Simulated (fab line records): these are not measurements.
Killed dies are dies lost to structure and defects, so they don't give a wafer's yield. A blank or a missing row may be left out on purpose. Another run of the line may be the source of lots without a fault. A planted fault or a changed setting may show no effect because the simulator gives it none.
Chamber matching    flow n5Finfet    aldHk-01 running N5_HKMG_FIN_ALD_74: 4 sister chambers
The step deposits La2O3, target thk 0.5 nm, pulse time 6 s, co reactant pulse time 1 s. 4 wafers are shown with their chamber, then 9 later ones without.

== WAFERS WITH THEIR CHAMBER ==
wafer   chamber  heaterPowerW (W)
L086.1  3        409
L086.2  0        334
L087.5  2        372
L087.6  1        333

== WAFERS WITHOUT THEIR CHAMBER ==
wafer   heaterPowerW (W)
L091.2  362
L091.3  335
L091.5  418
L092.1  362
L092.4  332
L092.6  351
L095.1  372
L095.5  419
L095.6  351

== WHICH CHAMBER EACH WENT THROUGH ==
wafer   from the rows above           in truth
L091.2  can't be placed: 2 or 0 or 1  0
L091.3  can't be placed: 0 or 1       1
L091.5  3                             3
L092.1  can't be placed: 2 or 0 or 1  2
L092.4  can't be placed: 1 or 0       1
L092.6  can't be placed: 0 or 1 or 2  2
L095.1  2                             2
L095.5  3                             3
L095.6  can't be placed: 0 or 1 or 2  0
Correctly placed: 3 of 9. Unplaceable from these rows: 6, with the true chamber sitting among the candidates in 6. 0 placed wrongly.
How it was worked out, from the rows above alone: a wafer's distance from a chamber is the root of the sum, over the readings, of the square of ((its reading less the chamber's mean) divided by the reading's scatter). The wafer belongs to the nearest chamber; if the next one is less than 2 further off, it can't be placed. Each chamber's mean is taken over the wafers shown for it. The scatter: root of mean squared gap, hidden wafer to nearest shown wafer, with one shown wafer a chamber.
